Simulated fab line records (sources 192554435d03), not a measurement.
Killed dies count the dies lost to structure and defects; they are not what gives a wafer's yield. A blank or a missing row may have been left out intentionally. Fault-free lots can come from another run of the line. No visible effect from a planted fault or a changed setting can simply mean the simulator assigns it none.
Chamber matching | flow n5_finfet | N5_BEOL_M0_SAQP_SPACER1_ETCHBACK_99 on rie_diel-05 has 4 sister chambers
The step etches SiO2 in CHF3/O2, target depth 15.4 nm, time 7.7 s. 4 wafers are shown with their chamber, then 10 later ones without.

WAFERS WITH THEIR CHAMBER
wafer  | chamber | drypump_motor_current_A (A)
L088.2 | 1       | 5.3
L088.5 | 2       | 5.4
L091.3 | 0       | 6.4
L091.4 | 3       | 5.3

WAFERS WITH NO CHAMBER GIVEN
wafer  | drypump_motor_current_A (A)
L091.6 | 5.3
L093.1 | 5.3
L093.4 | 5.3
L093.6 | 5.4
L095.1 | 5.4
L095.2 | 5.3
L095.3 | 5.3
L096.1 | 5.4
L096.3 | 5.3
L096.4 | 5.5

THE CHAMBER EACH PASSED THROUGH
wafer  | from the rows above     | in truth
L091.6 | can't be placed: 1 or 3 | 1
L093.1 | can't be placed: 1 or 3 | 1
L093.4 | can't be placed: 1 or 3 | 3
L093.6 | 2                       | 2
L095.1 | 2                       | 2
L095.2 | can't be placed: 1 or 3 | 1
L095.3 | can't be placed: 1 or 3 | 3
L096.1 | 2                       | 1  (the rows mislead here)
L096.3 | can't be placed: 1 or 3 | 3
L096.4 | 2                       | 2
Correct placement for 3 of the 10. Cannot be placed on the basis of these rows: 6; the candidates contain the true chamber in 6. 1 placed wrongly.
How it was worked out, from the rows above alone: a wafer's distance from a chamber is the root of the sum, over the readings, of the square of ((its reading less the chamber's mean) divided by the reading's scatter). If the next closest chamber is less than 2 further off than the closest, the wafer can't be placed; otherwise it belongs to the closest. Each chamber's mean is taken over the wafers shown for it. The scatter: with one shown wafer a chamber, the root of the mean of the squares of how far each hidden wafer lies from its nearest shown one.
